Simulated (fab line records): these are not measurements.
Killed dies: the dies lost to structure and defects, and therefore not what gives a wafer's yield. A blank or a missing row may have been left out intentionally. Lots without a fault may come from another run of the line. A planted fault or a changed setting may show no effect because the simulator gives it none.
Split-lot experiment || flow n5_finfet || on a route of 1938 steps: 7 lots, 21 wafers read

## ABOUT THE SPLIT
At N5_SDB_ALD_29 (deposits SiNx, target thk 30 nm, pulse time 1 s, ald cycles 600), the setting ald_cycles was moved away from the recipe's 600 on 6 of the 21 wafers read, by -14.5% to +8.5%. For the rest of the wafers, this setting stayed at what the recipe calls for.

The split's own step is where the reading is taken.

## THE READING
SiNx_of_SDB_ALD_29.thk_nm (the simulator's own value, which no gauge read), in nm, at N5_SDB_ALD_29 (deposits SiNx, target thk 30 nm, pulse time 1 s, ald cycles 600). No usual value for it is given in the file. The 15 wafers here that ran the recipe average 29.9 nm, standard deviation 0.11 nm.

{"wafer": "L074.1", "tool, chamber at the split": "ald_sin-01, 0,3", "ald_cycles as run": 600, "against the recipe": "recipe", "SiNx_of_SDB_ALD_29.thk_nm, nm": 29.8, "against lot-mates on the recipe": "-"}
{"wafer": "L074.2", "tool, chamber at the split": "ald_sin-01, 0,3", "ald_cycles as run": 600, "against the recipe": "recipe", "SiNx_of_SDB_ALD_29.thk_nm, nm": 29.8, "against lot-mates on the recipe": "-"}
{"wafer": "L074.4", "tool, chamber at the split": "ald_sin-01, 1", "ald_cycles as run": 547, "against the recipe": "-8.8%", "SiNx_of_SDB_ALD_29.thk_nm, nm": 27.2, "against lot-mates on the recipe": -2.6}
{"wafer": "L075.4", "tool, chamber at the split": "ald_sin-04, 3", "ald_cycles as run": 600, "against the recipe": "recipe", "SiNx_of_SDB_ALD_29.thk_nm, nm": 30, "against lot-mates on the recipe": "-"}
{"wafer": "L075.5", "tool, chamber at the split": "ald_sin-04, 2", "ald_cycles as run": 600, "against the recipe": "recipe", "SiNx_of_SDB_ALD_29.thk_nm, nm": 30.2, "against lot-mates on the recipe": "-"}
{"wafer": "L075.6", "tool, chamber at the split": "ald_sin-04, 1", "ald_cycles as run": 600, "against the recipe": "recipe", "SiNx_of_SDB_ALD_29.thk_nm, nm": 29.8, "against lot-mates on the recipe": "-"}
{"wafer": "L078.1", "tool, chamber at the split": "ald_sin-02, 2,3,0", "ald_cycles as run": 600, "against the recipe": "recipe", "SiNx_of_SDB_ALD_29.thk_nm, nm": 30, "against lot-mates on the recipe": "-"}
{"wafer": "L078.3", "tool, chamber at the split": "ald_sin-02, 2,3,0", "ald_cycles as run": 600, "against the recipe": "recipe", "SiNx_of_SDB_ALD_29.thk_nm, nm": 30, "against lot-mates on the recipe": "-"}
{"wafer": "L078.6", "tool, chamber at the split": "ald_sin-02, 2,3,0", "ald_cycles as run": 600, "against the recipe": "recipe", "SiNx_of_SDB_ALD_29.thk_nm, nm": 30, "against lot-mates on the recipe": "-"}
{"wafer": "L081.3", "tool, chamber at the split": "ald_sin-02, 2,1", "ald_cycles as run": 513, "against the recipe": "-14.5%", "SiNx_of_SDB_ALD_29.thk_nm, nm": 25.6, "against lot-mates on the recipe": -4.4}
{"wafer": "L081.4", "tool, chamber at the split": "ald_sin-02, 2,1", "ald_cycles as run": 513, "against the recipe": "-14.5%", "SiNx_of_SDB_ALD_29.thk_nm, nm": 25.6, "against lot-mates on the recipe": -4.4}
{"wafer": "L081.5", "tool, chamber at the split": "ald_sin-02, 3", "ald_cycles as run": 600, "against the recipe": "recipe", "SiNx_of_SDB_ALD_29.thk_nm, nm": 30, "against lot-mates on the recipe": "-"}
{"wafer": "L089.2", "tool, chamber at the split": "ald_sin-01, 2", "ald_cycles as run": 600, "against the recipe": "recipe", "SiNx_of_SDB_ALD_29.thk_nm, nm": 30, "against lot-mates on the recipe": "-"}
{"wafer": "L089.5", "tool, chamber at the split": "ald_sin-01, 3,0", "ald_cycles as run": 637, "against the recipe": "+6.2%", "SiNx_of_SDB_ALD_29.thk_nm, nm": 31.6, "against lot-mates on the recipe": "+1.6"}
{"wafer": "L089.6", "tool, chamber at the split": "ald_sin-01, 3,0", "ald_cycles as run": 637, "against the recipe": "+6.2%", "SiNx_of_SDB_ALD_29.thk_nm, nm": 31.6, "against lot-mates on the recipe": "+1.6"}
{"wafer": "L090.1", "tool, chamber at the split": "ald_sin-01, 1", "ald_cycles as run": 651, "against the recipe": "+8.5%", "SiNx_of_SDB_ALD_29.thk_nm, nm": 32.4, "against lot-mates on the recipe": "+2.4"}
{"wafer": "L090.2", "tool, chamber at the split": "ald_sin-01, 2,3", "ald_cycles as run": 600, "against the recipe": "recipe", "SiNx_of_SDB_ALD_29.thk_nm, nm": 30, "against lot-mates on the recipe": "-"}
{"wafer": "L090.4", "tool, chamber at the split": "ald_sin-01, 2,3", "ald_cycles as run": 600, "against the recipe": "recipe", "SiNx_of_SDB_ALD_29.thk_nm, nm": 30, "against lot-mates on the recipe": "-"}
{"wafer": "L091.1", "tool, chamber at the split": "ald_sin-02, 1,3", "ald_cycles as run": 600, "against the recipe": "recipe", "SiNx_of_SDB_ALD_29.thk_nm, nm": 29.8, "against lot-mates on the recipe": "-"}
{"wafer": "L091.3", "tool, chamber at the split": "ald_sin-02, 1,3", "ald_cycles as run": 600, "against the recipe": "recipe", "SiNx_of_SDB_ALD_29.thk_nm, nm": 29.8, "against lot-mates on the recipe": "-"}
{"wafer": "L091.5", "tool, chamber at the split": "ald_sin-02, 2", "ald_cycles as run": 600, "against the recipe": "recipe", "SiNx_of_SDB_ALD_29.thk_nm, nm": 30, "against lot-mates on the recipe": "-"}
When a row names more than one chamber, that row covers several wafers, and the file does not tell which wafer ran in which chamber.

THE FIT
A straight line over all 21 wafers: SiNx_of_SDB_ALD_29.thk_nm changes by +0.295 nm for each +1% of ald_cycles; r = +1.00; the points scatter about the line by 0.12 nm.
The same after taking each lot's own level away (the mean of its wafers on the recipe; 21 wafers): +0.294 nm for each +1%; r = +1.00; scatter 0.11 nm.
On that fit, the largest move of ald_cycles shifts the reading by 4.3 nm.
The span of the lots' own levels, 29.80 to 30.00 nm, comes to 1.7 times the standard deviation stated above.
The two slopes are in agreement: the lot-to-lot level therefore moves the slope only a little.
Check: -4.25 nm against its lot-mates is what the line predicts for one of the wafers moved furthest among these (-14.5%) when that wafer is left out of the fit. Against them it came out at -4.4 nm.

## FURTHER SPLITS ON THESE WAFERS
Note: prior to the reading, these wafers also went through further splits. Each is held against what the fit with the lots' levels taken away leaves over:
{"other split on the same wafers": "N5_WELL_APT_EXPOSE_05 dose_mj", "wafers away from the commonest value": 9, "r with SiNx_of_SDB_ALD_29.thk_nm (lot level and that fit taken away)": -0.08}
{"other split on the same wafers": "N5_WELL_APT_PEB_06 peb_temp_c", "wafers away from the commonest value": 7, "r with SiNx_of_SDB_ALD_29.thk_nm (lot level and that fit taken away)": "+0.02"}
{"other split on the same wafers": "N5_PMOS_HMC_CHANNEL_EPI_DEVELOP_08 develop_time_s", "wafers away from the commonest value": 2, "r with SiNx_of_SDB_ALD_29.thk_nm (lot level and that fit taken away)": -0.39}
{"other split on the same wafers": "N5_FIN_SAQP_SPACER1_ALD_24 ald_cycles", "wafers away from the commonest value": 6, "r with SiNx_of_SDB_ALD_29.thk_nm (lot level and that fit taken away)": "+0.24"}
{"other split on the same wafers": "N5_SD_EPI_N_ETCH_35 time_s", "wafers away from the commonest value": 9, "r with SiNx_of_SDB_ALD_29.thk_nm (lot level and that fit taken away)": -0.08}
{"other split on the same wafers": "N5_SD_EPI_P_ETCH_16 target_depth_a", "wafers away from the commonest value": 7, "r with SiNx_of_SDB_ALD_29.thk_nm (lot level and that fit taken away)": -0.07}
{"other split on the same wafers": "N5_SD_EPI_P_EPI_21 time_s", "wafers away from the commonest value": 11, "r with SiNx_of_SDB_ALD_29.thk_nm (lot level and that fit taken away)": "+0.31"}

## FILE'S OWN FIT
SiNx_of_SDB_ALD_29.thk_nm changes by +0.294 nm for each +1% of ald_cycles, r = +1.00.
